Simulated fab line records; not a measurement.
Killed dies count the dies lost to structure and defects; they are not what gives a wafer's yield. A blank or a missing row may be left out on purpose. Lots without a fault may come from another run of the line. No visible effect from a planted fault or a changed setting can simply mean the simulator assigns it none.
Which tool is to blame? :: flow nand-harc :: 37 wafers from 13 lots sampled at 6 of the route's 1159 steps

== WHAT THE GAUGES SHOWED, per wafer ==
NHARC_A_ONON_D1_THK_MEAS_27: measures by ellipsometry.
lot: L165
measured: day 8 11:22
on: film-metro-01
thk-nm (nm): 998 1002 1000

lot: L167
measured: day 8 11:23
on: film-metro-02
thk-nm (nm): 1016 1016 1015

lot: L166
measured: day 8 18:34
on: film-metro-01
thk-nm (nm): 998 997 996

lot: L169
measured: day 8 22:22
on: film-metro-01
thk-nm (nm): 993 993 993

lot: L168
measured: day 8 22:26
on: film-metro-02
thk-nm (nm): 994 994 994

lot: L171
measured: day 9 21:26
on: film-metro-02
thk-nm (nm): 1009 1008 1009

lot: L179
measured: day 11 06:30
on: film-metro-01
thk-nm (nm): 1009 1010

lot: L177
measured: day 11 06:52
on: film-metro-01
thk-nm (nm): 1014 1013

lot: L180
measured: day 12 08:43
on: film-metro-01
thk-nm (nm): 982 980 982

lot: L182
measured: day 12 16:20
on: film-metro-01
thk-nm (nm): 1000 1002 1001

lot: L183
measured: day 12 16:22
on: film-metro-01
thk-nm (nm): 1012 1011 1013

lot: L185
measured: day 13 06:40
on: film-metro-02
thk-nm (nm): 993 995 995

lot: L187
measured: day 13 18:37
on: film-metro-02
thk-nm (nm): 994 994 996

NHARC_A_ONON_D1_THK_MEAS_30: measures by ellipsometry.
lot: L165
measured: day 8 12:04
on: film-metro-01
thk-nm (nm): 989 987 990

lot: L167
measured: day 8 12:04
on: film-metro-01
thk-nm (nm): 1011 1009 1010

lot: L166
measured: day 8 19:10
on: film-metro-01
thk-nm (nm): 1010 1009 1011

lot: L169
measured: day 8 22:56
on: film-metro-02
thk-nm (nm): 992 992 992

lot: L168
measured: day 8 23:00
on: film-metro-01
thk-nm (nm): 1007 1007 1009

lot: L171
measured: day 9 21:59
on: film-metro-01
thk-nm (nm): 1001 999 1002

lot: L179
measured: day 11 07:13
on: film-metro-01
thk-nm (nm): 1014 1629

lot: L177
measured: day 11 07:34
on: film-metro-02
thk-nm (nm): 1615 1616

lot: L180
measured: day 12 09:16
on: film-metro-01
thk-nm (nm): 997 998 998

lot: L182
measured: day 12 16:54
on: film-metro-01
thk-nm (nm): 989 990 989

lot: L183
measured: day 12 16:55
on: film-metro-02
thk-nm (nm): 992 990 991

lot: L185
measured: day 13 07:21
on: film-metro-02
thk-nm (nm): 992 995 996

lot: L187
measured: day 13 19:11
on: film-metro-02
thk-nm (nm): 999 1000 999

NHARC_END_SORT_01.
lot: L179
measured: day 23 01:30
on: prober-01
killed-at-array: 14 669
killed-at-other: 6 4
killed-at-periphery: 3 4
killed-dies: 23 677
killed-open: 3 4
killed-short: 4 2

lot: L177
measured: day 22 10:40
on: prober-01
killed-at-array: 674 676
killed-at-other: 0 0
killed-at-periphery: 3 1
killed-dies: 677 677
killed-open: 6 3
killed-short: 2 0

== TOOL THAT RAN EACH LOT (tool first, then ch and the chambers of the sampled wafers, then the start) ==
lot: L165
NHARC_A_ONON_D1_DEP_28: pecvd-onon-01 ch 0, day 8 11:33
NHARC_A_CHANNEL_HOLE_D1_DEP_01: pecvd-02 ch 0,1,2, day 8 16:43
NHARC_A_CHANNEL_HOLE_D1_ETCH_38: rie-diel-09 ch 0,1,3, day 8 17:35

lot: L167
NHARC_A_ONON_D1_DEP_28: pecvd-onon-03 ch 0, day 8 11:34
NHARC_A_CHANNEL_HOLE_D1_DEP_01: pecvd-03 ch 0,2, day 8 16:55
NHARC_A_CHANNEL_HOLE_D1_ETCH_38: rie-diel-01 ch 0,1,3, day 8 17:56

lot: L166
NHARC_A_ONON_D1_DEP_28: pecvd-onon-01 ch 0, day 8 18:39
NHARC_A_CHANNEL_HOLE_D1_DEP_01: pecvd-03 ch 0,1, day 8 23:25
NHARC_A_CHANNEL_HOLE_D1_ETCH_38: rie-diel-08 ch 0,1,2, day 9 00:14

lot: L169
NHARC_A_ONON_D1_DEP_28: pecvd-onon-01 ch 0, day 8 22:25
NHARC_A_CHANNEL_HOLE_D1_DEP_01: pecvd-02 ch 0,1, day 9 01:42
NHARC_A_CHANNEL_HOLE_D1_ETCH_38: rie-diel-09 ch 0,1,3, day 9 02:42

lot: L168
NHARC_A_ONON_D1_DEP_28: pecvd-onon-03 ch 0, day 8 22:29
NHARC_A_CHANNEL_HOLE_D1_DEP_01: pecvd-01 ch 0,1, day 9 03:10
NHARC_A_CHANNEL_HOLE_D1_ETCH_38: rie-diel-01 ch 0,3, day 9 04:14

lot: L171
NHARC_A_ONON_D1_DEP_28: pecvd-onon-03 ch 0, day 9 21:32
NHARC_A_CHANNEL_HOLE_D1_DEP_01: pecvd-01 ch 0,1,2, day 10 00:33
NHARC_A_CHANNEL_HOLE_D1_ETCH_38: rie-diel-08 ch 1,2, day 10 01:35

lot: L179
NHARC_A_ONON_D1_DEP_28: pecvd-onon-01 ch 0, day 11 06:43
NHARC_A_CHANNEL_HOLE_D1_DEP_01: pecvd-03 ch 0, day 11 10:55
NHARC_A_CHANNEL_HOLE_D1_ETCH_38: rie-diel-09 ch 3, day 11 11:53

lot: L177
NHARC_A_ONON_D1_DEP_28: pecvd-onon-01 ch 0, day 11 07:14
NHARC_A_CHANNEL_HOLE_D1_DEP_01: -
NHARC_A_CHANNEL_HOLE_D1_ETCH_38: -

lot: L180
NHARC_A_ONON_D1_DEP_28: pecvd-onon-03 ch 0, day 12 08:49
NHARC_A_CHANNEL_HOLE_D1_DEP_01: pecvd-01 ch 0,1,2, day 12 11:59
NHARC_A_CHANNEL_HOLE_D1_ETCH_38: rie-diel-09 ch 0,1, day 12 12:57

lot: L182
NHARC_A_ONON_D1_DEP_28: pecvd-onon-04 ch 0, day 12 16:27
NHARC_A_CHANNEL_HOLE_D1_DEP_01: pecvd-01 ch 0,1, day 12 19:52
NHARC_A_CHANNEL_HOLE_D1_ETCH_38: rie-diel-09 ch 2,3, day 12 20:49

lot: L183
NHARC_A_ONON_D1_DEP_28: pecvd-onon-03 ch 0, day 12 16:28
NHARC_A_CHANNEL_HOLE_D1_DEP_01: pecvd-02 ch 0,1, day 12 19:40
NHARC_A_CHANNEL_HOLE_D1_ETCH_38: rie-diel-08 ch 0,1,2, day 12 20:41

lot: L185
NHARC_A_ONON_D1_DEP_28: pecvd-onon-03 ch 0, day 13 06:50
NHARC_A_CHANNEL_HOLE_D1_DEP_01: pecvd-01 ch 1,2, day 13 10:21
NHARC_A_CHANNEL_HOLE_D1_ETCH_38: rie-diel-08 ch 0,1,3, day 13 11:26

lot: L187
NHARC_A_ONON_D1_DEP_28: pecvd-onon-04 ch 0, day 13 18:40
NHARC_A_CHANNEL_HOLE_D1_DEP_01: pecvd-02 ch 0,1, day 13 23:22
NHARC_A_CHANNEL_HOLE_D1_ETCH_38: rie-diel-09 ch 0,3, day 14 00:22
- NHARC_A_ONON_D1_DEP_28: target thk 1000 nm.
- NHARC_A_CHANNEL_HOLE_D1_DEP_01: deposits SiON, target thk 140 nm.
- NHARC_A_CHANNEL_HOLE_D1_ETCH_38: etches the open film in CF4, target depth 39 nm, time 65 s.

== AS READ BY THE TOOLS THEMSELVES (means over the sampled wafers that have a number; for cases with no such wafer, the mark the record gives instead) ==
NHARC_A_CHANNEL_HOLE_D1_DEP_01.
lot: L165
tool: pecvd-02
heater-power-outer-w (W): 498
heater-power-w (W): 842

lot: L167
tool: pecvd-03
heater-power-outer-w (W): 502
heater-power-w (W): 828

lot: L166
tool: pecvd-03
heater-power-outer-w (W): 444
heater-power-w (W): 798

lot: L169
tool: pecvd-02
heater-power-outer-w (W): 503
heater-power-w (W): 839

lot: L168
tool: pecvd-01
heater-power-outer-w (W): 439
heater-power-w (W): 764

lot: L171
tool: pecvd-01
heater-power-outer-w (W): 484
heater-power-w (W): 823

lot: L179
tool: pecvd-03
heater-power-outer-w (W): 429
heater-power-w (W): 794

lot: L180
tool: pecvd-01
heater-power-outer-w (W): 464
heater-power-w (W): 790

lot: L182
tool: pecvd-01
heater-power-outer-w (W): 491
heater-power-w (W): 839

lot: L183
tool: pecvd-02
heater-power-outer-w (W): 583
heater-power-w (W): 928

lot: L185
tool: pecvd-01
heater-power-outer-w (W): 436
heater-power-w (W): 751

lot: L187
tool: pecvd-02
heater-power-outer-w (W): 516
heater-power-w (W): 833

NHARC_A_CHANNEL_HOLE_D1_ETCH_38.
lot: L165
tool: rie-diel-09
cf4-flow-sccm (sccm): 150.5
drypump-motor-current-A (A): 5.1
oes-product-au (a.u.): 0.996
rf-vpp-V (V): 151.5
showerhead-plenum-p-Torr (Torr): 1.78
throttle-valve-pct (%): 13.287

lot: L167
tool: rie-diel-01
cf4-flow-sccm (sccm): 150.0
drypump-motor-current-A (A): 5.6
oes-product-au (a.u.): 0.993
rf-vpp-V (V): 150.7
showerhead-plenum-p-Torr (Torr): 1.72
throttle-valve-pct (%): 13.292

lot: L166
tool: rie-diel-08
cf4-flow-sccm (sccm): 149.7
drypump-motor-current-A (A): 6.2
oes-product-au (a.u.): 1.006
rf-vpp-V (V): 153.0
showerhead-plenum-p-Torr (Torr): 1.85
throttle-valve-pct (%): 13.282

lot: L169
tool: rie-diel-09
cf4-flow-sccm (sccm): 150.2
drypump-motor-current-A (A): 5.2
oes-product-au (a.u.): 0.998
rf-vpp-V (V): 151.1
showerhead-plenum-p-Torr (Torr): 1.78
throttle-valve-pct (%): 13.283

lot: L168
tool: rie-diel-01
cf4-flow-sccm (sccm): 150.2
drypump-motor-current-A (A): 5.3
oes-product-au (a.u.): 1.001
rf-vpp-V (V): 150.9
showerhead-plenum-p-Torr (Torr): 1.76
throttle-valve-pct (%): 13.280

lot: L171
tool: rie-diel-08
cf4-flow-sccm (sccm): 150.1
drypump-motor-current-A (A): 6.3
oes-product-au (a.u.): 1.005
rf-vpp-V (V): 151.0
showerhead-plenum-p-Torr (Torr): 1.85
throttle-valve-pct (%): 13.293

lot: L179
tool: rie-diel-09
cf4-flow-sccm (sccm): 149.8
drypump-motor-current-A (A): 5.3
oes-product-au (a.u.): 0.990
rf-vpp-V (V): 153.1
showerhead-plenum-p-Torr (Torr): 1.88
throttle-valve-pct (%): 13.285

lot: L180
tool: rie-diel-09
cf4-flow-sccm (sccm): 150.2
drypump-motor-current-A (A): 5.1
oes-product-au (a.u.): 1.009
rf-vpp-V (V): 149.7
showerhead-plenum-p-Torr (Torr): 1.71
throttle-valve-pct (%): 13.281

lot: L182
tool: rie-diel-09
cf4-flow-sccm (sccm): 150.1
drypump-motor-current-A (A): 5.3
oes-product-au (a.u.): 1.003
rf-vpp-V (V): 151.1
showerhead-plenum-p-Torr (Torr): 1.74
throttle-valve-pct (%): 13.281

lot: L183
tool: rie-diel-08
cf4-flow-sccm (sccm): 150.3
drypump-motor-current-A (A): 6.2
oes-product-au (a.u.): 0.999
rf-vpp-V (V): 152.5
showerhead-plenum-p-Torr (Torr): 1.84
throttle-valve-pct (%): 13.285

lot: L185
tool: rie-diel-08
cf4-flow-sccm (sccm): 149.9
drypump-motor-current-A (A): 6.2
oes-product-au (a.u.): 1.006
rf-vpp-V (V): 151.3
showerhead-plenum-p-Torr (Torr): 1.79
throttle-valve-pct (%): 13.280

lot: L187
tool: rie-diel-09
cf4-flow-sccm (sccm): 150.0
drypump-motor-current-A (A): 5.2
oes-product-au (a.u.): 1.000
rf-vpp-V (V): 151.9
showerhead-plenum-p-Torr (Torr): 1.81
throttle-valve-pct (%): 13.285

== THE ANSWER, worked out from the rows above alone ==
Rule: usual is defined by the lots themselves. The widest of any qualifying gaps counts: lots, ordered by their means at a reading, are off when they make up no more than a third of the lots, leave a main group of 4 or more, and stand apart from it by 3 or more times the standard deviation of that group's means. A main group whose means are all the same, to the digits that the tables above print for the reading, isn't used. A lot without any number at a reading at which 4 lots or more have one is off too. Any other lot the step has rows for is counted as sound. Order of review: gauges by route order, followed by the tools' own readings, for which a lot's mean as printed above is used. The first step at which some lot is off is used, and at that step the reading that is off furthest; a lot without a number counts as furthest.
Off: L179, L177 (NHARC_A_ONON_D1_THK_MEAS_30, thk-nm). Main group: mean 998 nm, sd 7.7.
If a tool, at a process step before that reading, ran all the lots that are off and no sound lot after the first of them, it fits. The gauges at NHARC_A_ONON_D1_THK_MEAS_30 are tried like those tools. One fits: pecvd-onon-01 at NHARC_A_ONON_D1_DEP_28. Its last sound lot is L169 (day 8 22:25), its first lot that is off L179 (day 11 06:43): a fault that began between those two fits.

== WHAT THE SIMULATOR HAD PUT IN ==
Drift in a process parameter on pecvd-onon-01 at NHARC_A_ONON_D1_DEP_28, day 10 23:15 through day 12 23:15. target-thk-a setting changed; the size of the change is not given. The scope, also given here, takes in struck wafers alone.
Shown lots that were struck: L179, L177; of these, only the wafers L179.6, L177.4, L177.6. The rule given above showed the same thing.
